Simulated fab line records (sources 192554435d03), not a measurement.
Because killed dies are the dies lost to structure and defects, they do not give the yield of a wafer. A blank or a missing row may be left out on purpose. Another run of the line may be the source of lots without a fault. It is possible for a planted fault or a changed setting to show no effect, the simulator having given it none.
fab line records    flow n5Finfet
record: lots: 6  wafers: 18  lastDay: 15
route steps=1938 shown PMOS_HMC_CHANNEL_EPI@66 BEOL_M4@1111 PASSIVATION@1936
lots untouched by any fault: they come from a run of this same line in which no faults occurred
startH: start of the lot's first displayed wafer, in hours after the record's first day    waitH: hours since the lot's step before    " repeats the value in the row above    L1.1+2: a single row standing in for several wafers    - no value, or no start given    * or withheld: withheld    < > ~ a bound
route shown NAME@n: a module of which the file shows steps, and the number in the route of the first    usual: average and standard deviation across the fault-free wafers    same: alike in all rows    chamber/n: place in a boat    sites: readings site by site    _std_site: the values' standard deviation    _edge_site: outer sites' mean less inner sites'    radiusMm: how far each site lies from the wafer's centre    mask NAME#n: copy n    behind: the tool/chamber that last shaped the wafer    hold: why the lot was held/for how many hours/how that ended    device: the n, p or np transistor that did not switch    end of line: tests of these same wafers at the route's end    for a step that has no rows: nothing shown but its recipe    killed: the dies lost at the first sort to structure and to defects; this is not the yield of the wafer    map: the dies of a wafer, with x for killed, . for not killed, _ for no die there
set.NAME: setting as actually run; set.NAME@STEP: the setting as run at that earlier step    model.NAME: the simulator's own value behind a step, which no gauge read
lots at selected steps of the route; one table per step, one row per wafer
services: a tool's chamber out of use, with start hour (startH, from the record's first day; less than 0 if before it), hours out, and reason
== steps ==
step: N5_PMOS_HMC_CHANNEL_EPI_OVL_MEAS_10
recipe: pointsPerWafer: 44
usual: PMOS_HMC_BLK_OVL: -0.6/0.65
lot.wafer  tool        chamber  startH  waitH  PMOS_HMC_BLK_OVL[nm]
L695.1     overlay-02  0        23.22   0.0    -0.6
L695.2     "           0        "       "      -0.8
L695.4     "           0        "       "      -0.9
L699.1     overlay-01  0        47.37   0.0    0.4
L699.2     "           0        "       "      -0.6
L699.4     "           0        "       "      -0.2
L701.1     overlay-02  0        60.28   0.0    -0.4
L701.3     "           0        "       "      -0.4
L701.5     "           0        "       "      -0.5
L706.3     overlay-01  0        89.28   0.0    -0.2
L706.5     "           0        "       "      -0.6
L706.6     "           0        "       "      -0.9
L709.2     overlay-02  0        111.08  0.0    -0.3
L709.3     "           0        "       "      0.7
L709.5     "           0        "       "      0.7
L710.2     overlay-01  0        112.98  0.0    -0.1
L710.3     "           0        "       "      -1.6
L710.5     "           0        "       "      -0.8
step: N5_PMOS_HMC_CHANNEL_EPI_INSPECT_11
recipe: mode: adi  inspectInstrument: macro
usual: rawDefectCount: 2.0/1.4
lot.wafer  tool              chamber  startH  waitH  rawDefectCount
L695.1     defectInspect-01  -        23.24   0.0    0
L695.2     "                 -        "       "      2
L695.4     "                 -        "       "      3
L699.1     defectInspect-01  -        47.39   0.0    1
L699.2     "                 -        "       "      3
L699.4     "                 -        "       "      1
L701.1     defectInspect-02  -        60.30   0.0    3
L701.3     "                 -        "       "      0
L701.5     "                 -        "       "      4
L706.3     defectInspect-01  -        89.31   0.0    2
L706.5     "                 -        "       "      5
L706.6     "                 -        "       "      3
L709.2     defectInspect-01  -        111.10  0.0    0
L709.3     "                 -        "       "      2
L709.5     "                 -        "       "      2
L710.2     defectInspect-01  -        113.00  0.0    1
L710.3     "                 -        "       "      1
L710.5     "                 -        "       "      5
step: N5_PMOS_HMC_CHANNEL_EPI_DESCUM_14
recipe: chemistry: O2  timeS: 7.9  sourcePowerW: 50  biasPowerW: 20  pressureMtorr: 20  rfFrequencyHz: 2.712e+07  tempC: 40  resist: CAR-ArF-block  o2FlowSccm: 225
step: N5_PMOS_HMC_CHANNEL_EPI_ETCH_32
recipe: chemistry: N2/H2  target: BARC  stopOn: SiO2  targetDepthA: 858  overEtchFrac: 0.3  timeS: 50.3  ionEnergyEv: 200  maskMaterial: CAR-ArF-block  pressureMtorr: 30  sourceW: 840  biasW: 150  n2FlowSccm: 200  h2FlowSccm: 200
step: N5_PMOS_HMC_CHANNEL_EPI_HM_OPEN_15
recipe: chemistry: CHF3/O2  target: SiO2  maskMaterial: CAR-ArF-block  targetDepthA: 406  CHF3_flow_sccm: 50  O2_flow_sccm: 5  Ar_flow_sccm: 200  timeS: 20.3  pressureMtorr: 30  sourceW: 650  biasW: 170  ionEnergyEv: 200
usual: drypumpMotorCurrentA: 5.6/0.5  oes_f_703_au: 0.81/0.093  oesProductAu: 0.80/0.091  rfVppV: 522/11  showerheadPlenumPTorr: 2.41/0.075  throttleValvePct: 18.84/0.23
lot.wafer  tool        chamber  startH  waitH  drypumpMotorCurrentA  oes_f_703_au  oesProductAu  rfHoursCounterH  rfVppV  showerheadPlenumPTorr  throttleValvePct
L695.1     rieDiel-05  0        23.35   0.0    5.6                   0.86          0.82          78               501     2.25                   18.80
L695.2     "           2        "       "      6.7                   0.90          0.86          63               523     2.52                   18.30
L695.4     "           3        "       "      5.8                   0.75          0.74          169              536     2.50                   18.59
L699.1     rieDiel-01  0        47.74   0.0    4.9                   0.98          0.95          15               506     2.45                   18.79
L699.2     "           2        "       "      5.0                   0.72          0.72          190              531     2.39                   19.29
L699.4     "           1        "       "      5.8                   0.98          0.96          3                532     2.46                   18.83
L701.1     rieDiel-01  2        60.41   0.0    5.0                   0.72          0.72          193              530     2.39                   19.30
L701.3     "           1        "       "      5.8                   0.97          0.95          7                533     2.46                   18.85
L701.5     "           3        "       "      5.4                   0.75          0.73          -                513     2.31                   18.85
L706.3     rieDiel-05  2        89.42   0.0    6.8                   0.87          0.85          79               524     2.51                   18.31
L706.5     "           3        "       "      5.8                   0.74          0.73          -                535     2.49                   18.60
L706.6     "           2        "       "      6.7                   0.87          0.84          -                524     2.51                   18.32
L709.2     rieDiel-03  3        111.36  0.0    5.4                   0.74          0.72          210              507     2.48                   18.85
L709.3     "           2        "       "      5.1                   0.78          0.78          136              517     2.33                   18.86
L709.5     "           0        "       "      5.9                   0.73          0.74          -                540     2.41                   19.01
L710.2     rieDiel-03  1        113.11  0.0    6.1                   0.91          0.93          19               527     2.35                   18.64
L710.3     "           0        "       "      5.9                   0.72          0.74          143              538     2.42                   19.00
L710.5     "           1        "       "      6.1                   0.92          0.93          -                527     2.35                   18.63
step: N5_PMOS_HMC_CHANNEL_EPI_STRIP_33
recipe: chemistry: N2/H2  powerW: 500  tempC: 40  pressureMtorr: 50  rfFrequencyHz: 6e+07  overashFraction: 0.3  biasPowerW: 8  h2Frac: 0.5  n2FlowSccm: 300  h2FlowSccm: 300
usual: biasPowerW: 7.995/0.024  drypumpMotorCurrentA: 5.6/0.5  oesProductAu: 0.80/0.091  rfVppV: 54.2/1.7  showerheadPlenumPTorr: 3.37/0.11  throttleValvePct: 18.9/0.45
lot.wafer  tool        chamber  startH  waitH  biasPowerW  drypumpMotorCurrentA  oesProductAu  rfHoursCounterH  rfVppV  showerheadPlenumPTorr  throttleValvePct
L695.1     rieDiel-05  0        23.41   0.0    8.010       5.6                   0.82          78               54.7    3.13                   18.8
L695.2     "           2        "       "      8.019       6.8                   0.85          63               56.0    3.55                   18.6
L695.4     "           3        "       "      7.989       5.7                   0.72          169              55.4    3.47                   18.1
L699.1     rieDiel-01  0        47.80   0.0    7.981       4.9                   0.95          15               56.3    3.45                   19.2
L699.2     "           2        "       "      7.997       5.0                   0.72          190              55.9    3.34                   19.6
L699.4     "           1        "       "      7.964       5.8                   0.94          3                52.3    3.43                   18.5
L701.1     rieDiel-01  2        60.47   0.0    8.026       5.0                   0.75          193              53.0    3.34                   19.5
L701.3     "           1        "       "      7.989       5.8                   0.94          7                54.4    3.43                   18.6
L701.5     "           3        "       "      7.979       5.4                   0.73          -                53.4    3.24                   18.8
L706.3     rieDiel-05  2        89.47   0.0    7.998       6.7                   0.82          79               52.8    3.54                   18.6
L706.5     "           3        "       "      7.981       5.8                   0.72          -                52.9    3.46                   18.1
L706.6     "           2        "       "      7.974       6.8                   0.83          -                55.6    3.54                   18.6
L709.2     rieDiel-03  3        111.42  0.0    7.974       5.4                   0.73          210              52.3    3.46                   19.1
L709.3     "           2        "       "      7.966       5.1                   0.77          136              55.7    3.21                   18.2
L709.5     "           0        "       "      8.014       5.9                   0.76          -                54.3    3.38                   19.4
L710.2     rieDiel-03  1        113.17  0.0    7.967       6.1                   0.95          19               52.2    3.33                   19.1
L710.3     "           0        "       "      7.964       6.0                   0.76          143              54.2    3.38                   19.4
L710.5     "           1        "       "      8.009       6.1                   0.95          -                51.9    3.33                   19.1
step: N5_PMOS_HMC_CHANNEL_EPI_STRIP_17
recipe: chemistry: SPM  timeS: 750  tempC: 130  h2so4H2o2VolRatio: 4  dry: ipaMarangoni
step: N5_PMOS_HMC_CHANNEL_EPI_ETCH_38
recipe: chemistry: CF4  target: SiO2  targetDepthA: 15  ionEnergyEv: 350  pressureMtorr: 10  icpW: 800  biasW: 400  cf4FlowSccm: 80
usual: drypumpMotorCurrentA: 5.5/0.54  oesProductAu: 0.994/0.022  throttleValvePct: 21.8/0.31
lot.wafer  tool      chamber  startH  waitH  drypumpMotorCurrentA  oesProductAu  rfHoursCounterH  throttleValvePct
L695.1     rieSi-01  2        23.96   0.0    5.6                   1.014         174              21.8
L695.2     "         1        "       "      5.2                   0.985         2                21.1
L695.4     "         3        "       "      5.2                   0.967         74               21.5
L699.1     rieSi-06  2        48.10   0.0    4.9                   1.004         109              22.0
L699.2     "         0        "       "      5.3                   1.032         19               21.9
L699.4     "         3        "       "      5.0                   0.960         69               21.9
L701.1     rieSi-02  2        60.78   0.0    6.4                   0.990         154              21.8
L701.3     "         1        "       "      5.5                   1.022         1                22.0
L701.5     "         1        "       "      5.5                   1.022         -                22.0
L706.3     rieSi-02  1        89.78   0.0    5.5                   1.010         1                22.0
L706.5     "         2        "       "      6.4                   0.997         -                21.8
L706.6     "         3        "       "      5.5                   0.975         -                22.3
L709.2     rieSi-02  2        111.72  0.0    6.4                   1.002         155              21.8
L709.3     "         0        "       "      4.9                   0.990         10               21.3
L709.5     "         1        "       "      5.5                   1.027         -                22.0
L710.2     rieSi-01  3        113.47  0.0    5.3                   0.967         76               21.6
L710.3     "         0        "       "      6.5                   1.025         132              21.4
L710.5     "         1        "       "      5.2                   0.990         -                21.2
step: N5_PMOS_HMC_CHANNEL_EPI_FIN_RECESS_16
recipe: chemistry: HBr/Cl2  target: Si  maskMaterial: SiO2  targetDepthA: 540  timeS: 18  pressureMtorr: 10  icpW: 800  biasW: 75  HBr_flow_sccm: 150  Cl2_flow_sccm: 80
usual: drypumpMotorCurrentA: 5.5/0.54  oesProductAu: 0.995/0.02  throttleValvePct: 35.5/0.38
lot.wafer  tool      chamber  startH  waitH  drypumpMotorCurrentA  oesProductAu  rfHoursCounterH  throttleValvePct
L695.1     rieSi-01  2        23.98   0.0    5.5                   0.985         174              35.5
L695.2     "         1        "       "      5.2                   0.986         2                34.6
L695.4     "         3        "       "      5.3                   0.976         74               35.4
L699.1     rieSi-06  2        48.12   0.0    4.9                   1.003         109              35.6
L699.2     "         0        "       "      5.3                   1.023         19               35.6
L699.4     "         3        "       "      5.0                   0.955         69               36.0
L701.1     rieSi-02  2        60.80   0.0    6.4                   0.994         154              35.4
L701.3     "         1        "       "      5.5                   1.025         1                35.5
L701.5     "         1        "       "      5.5                   1.028         -                35.5
L706.3     rieSi-02  1        89.80   0.0    5.5                   1.021         1                35.5
L706.5     "         2        "       "      6.5                   0.989         -                35.4
L706.6     "         3        "       "      5.5                   0.969         -                36.2
L709.2     rieSi-02  2        111.74  0.0    6.4                   0.987         155              35.4
L709.3     "         0        "       "      4.9                   0.986         10               35.0
L709.5     "         1        "       "      5.5                   1.017         -                35.5
L710.2     rieSi-01  3        113.49  0.0    5.3                   0.971         76               35.4
L710.3     "         0        "       "      6.5                   1.024         132              35.1
L710.5     "         1        "       "      5.2                   0.986         -                34.6
step: N5_PMOS_HMC_CHANNEL_EPI_PRECLEAN_36
recipe: chemistry: O3/DIW  timeS: 45  tempC: 22  o3Ppm: 10
step: N5_PMOS_HMC_CHANNEL_EPI_PRECLEAN_18
recipe: chemistry: DHF  timeS: 30  tempC: 25  dilution: withheld
step: N5_PMOS_HMC_CHANNEL_EPI_SRD_19
recipe: dry: ipaMarangoni  doPpb: 5  timeS: 30  tempC: 23  rinseLiquid: diw
step: N5_PMOS_HMC_CHANNEL_EPI_EPI_20
recipe: material: SiGe30  maskMaterial: SiO2  pressureTorr: 20  targetThkA: 590  tempC: 600
usual: susceptorTempC: 600.00/0.27
lot.wafer  tool         chamber  startH  waitH  susceptorTempC
L695.1     epiRpcvd-03  0        24.15   0.0    600.51
L695.2     "            0        "       "      600.12
L695.4     "            0        "       "      600.43
L699.1     epiRpcvd-03  0        48.29   0.0    600.05
L699.2     "            0        "       "      599.81
L699.4     "            0        "       "      600.19
L701.1     epiRpcvd-03  0        61.01   0.0    600.35
L701.3     "            0        "       "      600.18
L701.5     "            0        "       "      600.43
L706.3     epiRpcvd-04  0        90.37   0.4    599.77
L706.5     "            0        "       "      600.36
L706.6     "            0        "       "      599.78
L709.2     epiRpcvd-02  0        112.11  0.2    599.70
L709.3     "            0        "       "      599.75
L709.5     "            0        "       "      599.98
L710.2     epiRpcvd-02  0        113.93  0.3    599.56
L710.3     "            0        "       "      599.73
L710.5     "            0        "       "      599.97
step: N5_PMOS_HMC_CHANNEL_EPI_HM_STRIP_35
recipe: chemistry: dHF  tempC: 25  material: SiO2  target: SiO2  targetDepthA: 396  timeS: 216
step: N5_PMOS_HMC_CHANNEL_EPI_SRD_39
recipe: dry: ipaMarangoni  timeS: 30  tempC: 23  rinseLiquid: diw
step: N5_PMOS_HMC_CHANNEL_EPI_CMP_21
recipe: material: SiGe30  postCmpClean: alkalineBrush  targetThkNm: 54
usual: motorCurrentA: 12.2/1.2
lot.wafer  tool    chamber  startH  waitH  motorCurrentA
L695.1     cmp-01  3        25.53   0.1    11.2
L695.4     "       0        "       "      10.9
L695.2     "       1        "       "      11.6
L699.2     cmp-03  2        49.73   0.1    12.5
L699.1     "       0        "       "      10.5
L699.4     "       1        "       "      10.6
L701.3     cmp-04  2        62.47   0.1    11.3
L701.1     "       3        "       "      13.3
L701.5     "       1        "       "      13.3
L706.3     cmp-01  2        91.30   0.0    14.0
L706.6     "       2        "       "      14.4
L706.5     "       3        "       "      12.0
L709.2     cmp-04  0        113.29  0.1    11.1
L709.3     "       1        "       "      12.9
L709.5     "       0        "       "      12.3
L710.2     cmp-01  3        115.44  0.1    11.2
L710.3     "       0        "       "      10.8
L710.5     "       3        "       "      11.2
step: N5_PMOS_HMC_CHANNEL_EPI_THK_MEAS_22
recipe: reads: SiGe30_of_PMOS_HMC_CHANNEL_EPI_EPI_20
usual: HMC_CMP_THK: 53.8/0.9
lot.wafer  tool          chamber  startH  waitH  HMC_CMP_THK[nm]
L695.1     filmMetro-01  -        25.78   -      55.1
L695.2     "             -        "       "      53.1
L695.4     "             -        "       "      53.8
L699.1     filmMetro-01  -        50.03   -      40.1
L699.2     "             -        "       "      42.1
L699.4     "             -        "       "      39.7
L701.1     filmMetro-02  -        62.72   -      40.1
L701.3     "             -        "       "      41.3
L701.5     "             -        "       "      41.9
L706.3     filmMetro-01  -        91.60   -      54.4
L706.5     "             -        "       "      52.8
L706.6     "             -        "       "      53.9
L709.2     filmMetro-02  -        113.54  -      52.3
L709.3     "             -        "       "      54.2
L709.5     "             -        "       "      53.8
L710.2     filmMetro-01  -        115.69  -      53.6
L710.3     "             -        "       "      55.0
L710.5     "             -        "       "      53.8
step: N5_PMOS_HMC_CHANNEL_EPI_PRECLEAN_40
recipe: chemistry: DHF  timeS: 30  tempC: 25  dilution: withheld
step: N5_BEOL_M4_RC_MEAS_101
usual: DIBL_N: 36.3/1.6  DIBL_P: 36.2/2.1  IOFF_N: 0.16/0.031  IOFF_P: 0.21/0.034  ION_N: 673/11  ION_P: 461/7.4  SS_N: 71.6/0.55  SS_P: 73.3/0.66  VT_N: 251/3.2  VT_P: -251/3.5
lot.wafer  tool       chamber  startH  waitH  DIBL_N[mV/V]  DIBL_P[mV/V]  IOFF_N[nA/um]  IOFF_P[nA/um]  ION_N[uA/um]  ION_P[uA/um]  SS_N[mV/dec]  SS_P[mV/dec]  VT_N[mV]  VT_P[mV]
L695.1     prober-02  0        159.67  0.0    37.8          37.9          0.16           0.25           672           463           71.5          74.0          252       -251
L695.2     "          0        "       "      36.7          35.6          0.15           0.21           667           468           71.0          73.7          249       -251
L695.4     "          0        "       "      35.6          34.9          0.13           0.19           676           465           71.4          73.2          252       -254
L699.1     prober-01  0        188.14  0.0    34.7          34.4          0.14           0.20           676           468           71.4          72.9          250       -250
L699.2     "          0        "       "      35.0          34.9          0.14           0.22           662           466           71.8          73.0          252       -247
L699.4     "          0        "       "      35.2          35.1          0.14           0.21           667           464           71.1          73.3          253       -247
L701.1     prober-01  0        204.72  0.0    36.9          36.4          0.16           0.19           688           456           71.2          72.5          251       -254
L701.3     "          0        "       "      34.4          33.3          0.12           0.16           669           458           71.0          72.1          255       -258
L701.5     "          0        "       "      36.8          36.8          0.16           0.21           687           463           70.9          73.3          248       -252
L706.3     prober-02  0        229.59  0.3    35.2          37.4          0.15           0.21           655           455           71.7          74.1          251       -249
L706.5     "          0        "       "      36.3          39.1          0.18           0.24           687           471           71.4          73.8          248       -248
L706.6     "          0        "       "      35.2          37.2          0.15           0.19           667           457           71.0          73.1          248       -251
L710.2     prober-02  0        245.59  0.2    35.8          36.0          0.16           0.23           678           469           71.1          72.4          246       -247
L710.3     "          0        "       "      35.2          36.1          0.15           0.23           671           466           71.1          72.8          247       -244
L710.5     "          0        "       "      36.3          37.2          0.17           0.25           685           485           71.4          72.8          249       -243
L709.2     prober-02  0        256.81  0.2    38.6          38.5          0.20           0.26           680           465           71.7          73.7          249       -247
L709.3     "          0        "       "      35.4          35.7          0.14           0.21           662           463           71.0          73.4          252       -246
L709.5     "          0        "       "      36.4          35.7          0.15           0.20           660           453           71.6          72.9          249       -250
step: N5_PASSIVATION_PROBE_49
usual: defectLimitedYield: 91.5/1.5  killed_at_M0_to_M3: 32/9.4  killed_at_M4_up: 12/5.1  killedAtContacts: 11/7.4  killedAtFrontEnd: 41/11  killedAtOther: 3.4/2.5  killedDies: 100/17  killedOnRim: 13/4.4  killedOpen: 65/14  killedShort: 33/7  sort_bin_5_function: 4.9/0.96  sort_bin_6_memory: 3.1/0.7  sortNPass: 1080/17  sortYieldPct: 91.5/1.5
same: grossDies: 1180  killedAtBackSide: 0  sort_bin_4_leakage[%]: 0  sort_bin_8_speed[%]: 0
lot.wafer  tool       chamber  startH  waitH  defectLimitedYield[%]  killed_at_M0_to_M3  killed_at_M4_up  killedAtContacts  killedAtFrontEnd  killedAtOther  killedDies  killedOnRim  killedOpen  killedShort  sort_bin_5_function[%]  sort_bin_6_memory[%]  sortNPass  sortYieldPct[%]
L701.1     prober-02  -        297.61  0.0    90.6                   26                  16               12                52                5              111         17           74          24           5.0                     3.2                   1069       90.6
killed by level:class
L701.1 MOL_CONTACT_COAG:geometricParticle:open=11 STI_FIN_REVEAL:geometricParticle:open=10 HKMG_FIN:areaEtch=10 BEOL_M4:geometricParticle:open=9 FIN_SAQP:geometricParticle:short=8 FIN_SAQP:geometricParticle:open=8 BEOL_M0_SAQP:geometricParticle:open=8 BEOL_M1:geometricParticle:open=6
== services ==
tool        chamber  startH  hours  kind
cmp-01      -        8.25    0.9    repair
cmp-01      -        17.76   1.1    repair
rieDiel-01  1        22.07   -      clean
rieDiel-01  1        22.07   -      consumableReplace:focusRing
rieDiel-05  -        28.85   1.1    repair
rieDiel-03  1        31.45   -      clean
rieDiel-03  1        31.45   -      consumableReplace:focusRing
rieDiel-03  1        31.45   24.2   scheduledDown
rieDiel-03  1        31.45   24.2   ventCycle
cmp-01      -        36.22   8.1    pm
cmp-01      -        54.84   0.5    repair
cmp-03      -        60.63   3.7    repair
rieSi-01    -        61.70   0.3    repair
rieSi-06    0        69.31   9.3    repair
rieDiel-05  -        70.80   14.6   pm
cmp-04      -        82.93   3.9    pm
cmp-04      -        99.77   4.0    pm
cmp-04      -        103.77  -      consumableReplace:conditioner
cmp-04      -        103.77  -      consumableReplace:pad
rieDiel-01  -        105.87  0.6    repair
cmp-03      -        111.24  4.0    pm
cmp-03      -        115.24  -      consumableReplace:conditioner
cmp-03      -        115.24  -      consumableReplace:pad
== key ==
firstSign: step: N5_PMOS_HMC_CHANNEL_EPI_THK_MEAS_22  reading: HMC_CMP_THK  direction: down  sigmas: 14  usual: 53.8  struck: 40.9
effect none on later readings
metAt N5_PMOS_HMC_CHANNEL_EPI_EPI_20
struckWafers L699.1,L699.2,L699.4,L701.1,L701.3,L701.5
baselineLoss: step: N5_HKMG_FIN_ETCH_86  wafers: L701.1
onsetBetween 24.15 48.29
alsoFits N5_PMOS_HMC_CHANNEL_EPI_HM_OPEN_15:rieDiel-01,N5_PMOS_HMC_CHANNEL_EPI_STRIP_33:rieDiel-01
fault: kind: siteProfileDrift  tool: epiRpcvd-03  chamber: -  onsetH: 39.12  steps: N5_PMOS_HMC_CHANNEL_EPI_EPI_20  basis: fraction  maxAbsDrift: 0.48349  slopeSharePerHr: 107.44  sitePattern: 0,0,0,0,0,-1,-1,-1,-1
baselineLoss: these wafers lose ten dies or more at that step, a loss of the line's own and not of a fault; the sort's usual values leave them out
